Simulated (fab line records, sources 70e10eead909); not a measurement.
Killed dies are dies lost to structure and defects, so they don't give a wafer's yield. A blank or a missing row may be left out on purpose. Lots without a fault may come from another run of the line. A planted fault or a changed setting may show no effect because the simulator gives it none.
Chamber matching | flow nand_harc | NHARC_A_BLC_DESCUM_15 on rie_diel-04: 4 sister chambers
The step chemistry O2, time 3 s. 8 wafers are shown with their chamber, then 9 later ones without.

WAFERS WITH THEIR CHAMBER
wafer  | chamber | showerhead_plenum_p_Torr (Torr) | oes_product_au (a.u.)
L085.3 | 1       | 2.03                            | 1.005
L085.5 | 0       | 2.04                            | 1.008
L091.2 | 3       | 1.88                            | 1.018
L091.3 | 0       | 2.04                            | 1.009
L091.4 | 2       | 2.05                            | 1.000
L087.2 | 3       | 1.88                            | 1.009
L087.3 | 2       | 2.05                            | 1.001
L087.5 | 1       | 2.02                            | 1.005

WAFERS WITHOUT THEIR CHAMBER
wafer  | showerhead_plenum_p_Torr (Torr) | oes_product_au (a.u.)
L094.1 | 1.88                            | 1.000
L094.2 | 2.04                            | 1.004
L094.3 | 2.05                            | 0.993
L093.3 | 1.88                            | 1.014
L093.4 | 2.04                            | 1.015
L093.6 | 2.05                            | 1.010
L086.1 | 2.04                            | 1.011
L086.2 | 2.05                            | 1.002
L086.6 | 1.88                            | 1.008

WHICH CHAMBER EACH WENT THROUGH
wafer  | from the rows above     | in truth
L094.1 | 3                       | 3
L094.2 | can't be placed: 0 or 2 | 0
L094.3 | 2                       | 2
L093.3 | 3                       | 3
L093.4 | 0                       | 0
L093.6 | can't be placed: 0 or 2 | 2
L086.1 | 0                       | 0
L086.2 | 2                       | 2
L086.6 | 3                       | 3
Placed correctly: 7 of 9. Can't be placed from these rows: 2 (the true chamber is among the candidates in 2). Placed wrongly: 0.
How it was worked out, from the rows above alone: a wafer's distance from a chamber is the root of the sum, over the readings, of the square of ((its reading less the chamber's mean) divided by the reading's scatter). The wafer belongs to the nearest chamber; if the next one is less than 2 further off, it can't be placed. A chamber's mean is the mean of its shown wafers. The scatter: the root of (the sum of the squares of (reading less its chamber's mean) over the shown wafers, divided by (wafers less chambers)).
